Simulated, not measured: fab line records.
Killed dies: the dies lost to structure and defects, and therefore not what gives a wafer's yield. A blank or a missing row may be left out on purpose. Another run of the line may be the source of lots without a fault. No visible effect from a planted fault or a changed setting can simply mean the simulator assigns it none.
Chamber matching / flow n5_finfet / N5_BEOL_M0_SAQP_MANDREL1_REMOVE_100 on rie_si-01: 4 sister chambers
The step chemistry HBr/Cl2/O2, target a-Si, stops on SiNx, bt time 10 s. 22 wafers are shown with their chamber, then 11 later ones without.

== WAFERS WITH THEIR CHAMBER ==
wafer=L074.3; chamber=0; drypump_motor_current_A (A)=5.4; throttle_valve_pct (%)=36.9; oes_product_au (a.u.)=1.013
wafer=L074.4; chamber=3; drypump_motor_current_A (A)=6.5; throttle_valve_pct (%)=37.3; oes_product_au (a.u.)=0.972
wafer=L074.5; chamber=0; drypump_motor_current_A (A)=5.4; throttle_valve_pct (%)=36.9; oes_product_au (a.u.)=1.012
wafer=L075.2; chamber=0; drypump_motor_current_A (A)=5.4; throttle_valve_pct (%)=36.8; oes_product_au (a.u.)=0.997
wafer=L075.3; chamber=3; drypump_motor_current_A (A)=6.5; throttle_valve_pct (%)=37.3; oes_product_au (a.u.)=0.976
wafer=L075.5; chamber=1; drypump_motor_current_A (A)=5.3; throttle_valve_pct (%)=36.6; oes_product_au (a.u.)=1.013
wafer=L077.4; chamber=1; drypump_motor_current_A (A)=5.3; throttle_valve_pct (%)=36.6; oes_product_au (a.u.)=1.016
wafer=L077.5; chamber=0; drypump_motor_current_A (A)=5.4; throttle_valve_pct (%)=36.9; oes_product_au (a.u.)=1.005
wafer=L077.6; chamber=3; drypump_motor_current_A (A)=6.5; throttle_valve_pct (%)=37.3; oes_product_au (a.u.)=0.965
wafer=L079.2; chamber=3; drypump_motor_current_A (A)=6.5; throttle_valve_pct (%)=37.3; oes_product_au (a.u.)=0.972
wafer=L079.3; chamber=1; drypump_motor_current_A (A)=5.3; throttle_valve_pct (%)=36.6; oes_product_au (a.u.)=1.013
wafer=L079.4; chamber=0; drypump_motor_current_A (A)=5.4; throttle_valve_pct (%)=36.9; oes_product_au (a.u.)=1.017
wafer=L080.2; chamber=2; drypump_motor_current_A (A)=6.2; throttle_valve_pct (%)=36.6; oes_product_au (a.u.)=1.017
wafer=L080.4; chamber=1; drypump_motor_current_A (A)=5.4; throttle_valve_pct (%)=36.6; oes_product_au (a.u.)=1.015
wafer=L080.5; chamber=2; drypump_motor_current_A (A)=6.2; throttle_valve_pct (%)=36.6; oes_product_au (a.u.)=1.025
wafer=L084.2; chamber=0; drypump_motor_current_A (A)=5.4; throttle_valve_pct (%)=36.9; oes_product_au (a.u.)=1.002
wafer=L084.4; chamber=2; drypump_motor_current_A (A)=6.2; throttle_valve_pct (%)=36.6; oes_product_au (a.u.)=1.021
wafer=L084.6; chamber=1; drypump_motor_current_A (A)=5.3; throttle_valve_pct (%)=36.6; oes_product_au (a.u.)=1.005
wafer=L085.1; chamber=2; drypump_motor_current_A (A)=6.2; throttle_valve_pct (%)=36.6; oes_product_au (a.u.)=1.025
wafer=L085.4; chamber=0; drypump_motor_current_A (A)=5.4; throttle_valve_pct (%)=36.9; oes_product_au (a.u.)=1.016
wafer=L085.5; chamber=2; drypump_motor_current_A (A)=6.2; throttle_valve_pct (%)=36.6; oes_product_au (a.u.)=1.018
wafer=L088.1; chamber=2; drypump_motor_current_A (A)=6.2; throttle_valve_pct (%)=36.6; oes_product_au (a.u.)=1.019

SIGNATURES (means of the wafers above)
reading=drypump_motor_current_A; chamber 0=5.400; chamber 1=5.320; chamber 2=6.200; chamber 3=6.500; scatter within a chamber=0.0211
reading=throttle_valve_pct; chamber 0=36.886; chamber 1=36.600; chamber 2=36.600; chamber 3=37.300; scatter within a chamber=0.0218
reading=oes_product_au; chamber 0=1.00886; chamber 1=1.01240; chamber 2=1.02083; chamber 3=0.97125; scatter within a chamber=0.00551
Rule: distance of a wafer from a chamber = root of the sum over the readings of ((wafer's reading minus chamber's mean) / reading's scatter) squared. The wafer belongs to the nearest chamber; if the next one is less than 2 further off, it can't be placed. The scatter: the root of (the sum of the squares of (reading less its chamber's mean) over the shown wafers, divided by (wafers less chambers)).

== WAFERS WHOSE CHAMBER IS MISSING ==
wafer=L088.3; drypump_motor_current_A (A)=5.4; throttle_valve_pct (%)=36.9; oes_product_au (a.u.)=1.016
wafer=L088.4; drypump_motor_current_A (A)=5.3; throttle_valve_pct (%)=36.6; oes_product_au (a.u.)=1.019
wafer=L089.4; drypump_motor_current_A (A)=5.4; throttle_valve_pct (%)=36.9; oes_product_au (a.u.)=1.016
wafer=L089.5; drypump_motor_current_A (A)=5.3; throttle_valve_pct (%)=36.6; oes_product_au (a.u.)=1.011
wafer=L089.6; drypump_motor_current_A (A)=6.2; throttle_valve_pct (%)=36.6; oes_product_au (a.u.)=1.028
wafer=L090.1; drypump_motor_current_A (A)=6.5; throttle_valve_pct (%)=37.3; oes_product_au (a.u.)=0.969
wafer=L090.2; drypump_motor_current_A (A)=6.2; throttle_valve_pct (%)=36.6; oes_product_au (a.u.)=1.020
wafer=L090.3; drypump_motor_current_A (A)=5.4; throttle_valve_pct (%)=36.9; oes_product_au (a.u.)=1.010
wafer=L096.3; drypump_motor_current_A (A)=6.2; throttle_valve_pct (%)=36.6; oes_product_au (a.u.)=1.025
wafer=L096.4; drypump_motor_current_A (A)=5.4; throttle_valve_pct (%)=36.9; oes_product_au (a.u.)=1.017
wafer=L096.6; drypump_motor_current_A (A)=5.4; throttle_valve_pct (%)=36.9; oes_product_au (a.u.)=1.024

== CHAMBER TAKEN BY EACH ==
wafer=L088.3; from the rows above=0; in truth=0
wafer=L088.4; from the rows above=1; in truth=1
wafer=L089.4; from the rows above=0; in truth=0
wafer=L089.5; from the rows above=1; in truth=1
wafer=L089.6; from the rows above=2; in truth=2
wafer=L090.1; from the rows above=3; in truth=3
wafer=L090.2; from the rows above=2; in truth=2
wafer=L090.3; from the rows above=0; in truth=0
wafer=L096.3; from the rows above=2; in truth=2
wafer=L096.4; from the rows above=0; in truth=0
wafer=L096.6; from the rows above=0; in truth=0
Correct placement for 11 of the 11. From these rows, 0 cannot be placed. Number placed wrongly: 0.
